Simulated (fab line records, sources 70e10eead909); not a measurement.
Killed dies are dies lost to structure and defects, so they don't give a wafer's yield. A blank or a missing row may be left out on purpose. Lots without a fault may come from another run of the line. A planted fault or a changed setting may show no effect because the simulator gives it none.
Problem report in the 8D (eight disciplines) form, filled by code | flow nand_harc | the parts of the form that need people (team, actions taken, sign-off) are left out

1. THE PROBLEM
killed_at_periphery at NHARC_END_SORT_01 reads a mean of 101.0 on 2 wafers of 2 lots; wafers without a fault read 3.4 with a standard deviation of 2.5. That is +39 standard deviations from the usual mean.
First seen on wafer L119.6, day 29 09:49, on prober-02. The record holds 38 wafers of 14 lots with a number at this step. Rule for "out", or "out of limits": more than 4 standard deviations from the usual mean. The other wafers with a number count as sound.

2. WHAT IT IS AND WHAT IT IS NOT
question                    | is                     | is not
which readings at this step | killed_at_periphery    | killed_at_array, killed_open, killed_short
which lots                  | L118, L119             | L108, L110, L111, L113, L114, L116, L125, L127, L128, L129, L130, L131
which wafers of those lots  | all that have a number | -
read on which gauges        | prober-01, prober-02   | -
when                        | from day 29 09:49      | up to then (18 sound wafers); but 18 sound wafers of L125, L127, L128, L129, L130, L131 came after

3. SUSPECTS, AND WHAT RULES EACH OUT
Counting: a tool at a process step up to the reading stays a suspect if it ran every lot that is out and no sound lot after the first of them.
- the gauge at NHARC_END_SORT_01: ruled out. The wafers that are out were read on 2 gauges (prober-01, prober-02).
- pecvd-01 at NHARC_P_CONTACT_DEP_00 (deposits SiO2, target thk 500 nm): ruled out as a lasting fault. Sound lots L127 ran on it after its first lot that is out, L118 (day 10 04:11). NHARC_P_CONTACT_DEP_00 gives no start for some lots, so the hours and the order of its lots are those of NHARC_P_CONTACT_ETCH_35.
- rie_diel-06 at NHARC_P_CONTACT_ETCH_35 (etches the open film in CF4, target depth 39 nm, time 65 s): ruled out as a lasting fault. Sound lots L127, L129, L131 ran on it after its first lot that is out, L118 (day 10 04:11).
Left after counting: nothing in the record.

4. THE CAUSE (what the simulator had put in)
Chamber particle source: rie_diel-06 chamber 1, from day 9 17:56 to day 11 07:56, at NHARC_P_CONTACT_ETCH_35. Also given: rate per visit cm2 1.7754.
Counting ruled it out, wrongly: the rule takes a fault to strike every lot that its tool runs from its start on, and this one did not.

5. THE CHAIN OF EFFECTS, in route order
Each row: a reading whose mean over the struck wafers that have a number lies more than 3 standard deviations from the usual. Only readings for which the record gives a usual standard deviation are gone through. hours: the time from each lot's start at the first step in this table that gives one to its start at this step, as a median over the lots. sigmas: the change in usual standard deviations.
hours | step              | reading             | usual | on struck wafers | change | sigmas
0     | NHARC_END_SORT_01 | killed_at_periphery | 3.4   | 101.0            | +97.6  | +39
0     | NHARC_END_SORT_01 | killed_dies         | 56    | 127              | +71    | +4.2

6. WHAT WOULD HAVE CAUGHT IT SOONER
In this record the first reading out of limits at a measuring or inspecting step was taken at day 29 09:49, 472 hours after the fault began at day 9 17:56.
Of the tool readings at NHARC_P_CONTACT_ETCH_35 for which the record gives a usual standard deviation, none was out on any struck wafer, so an alarm limit of 4 standard deviations on them would not have fired.
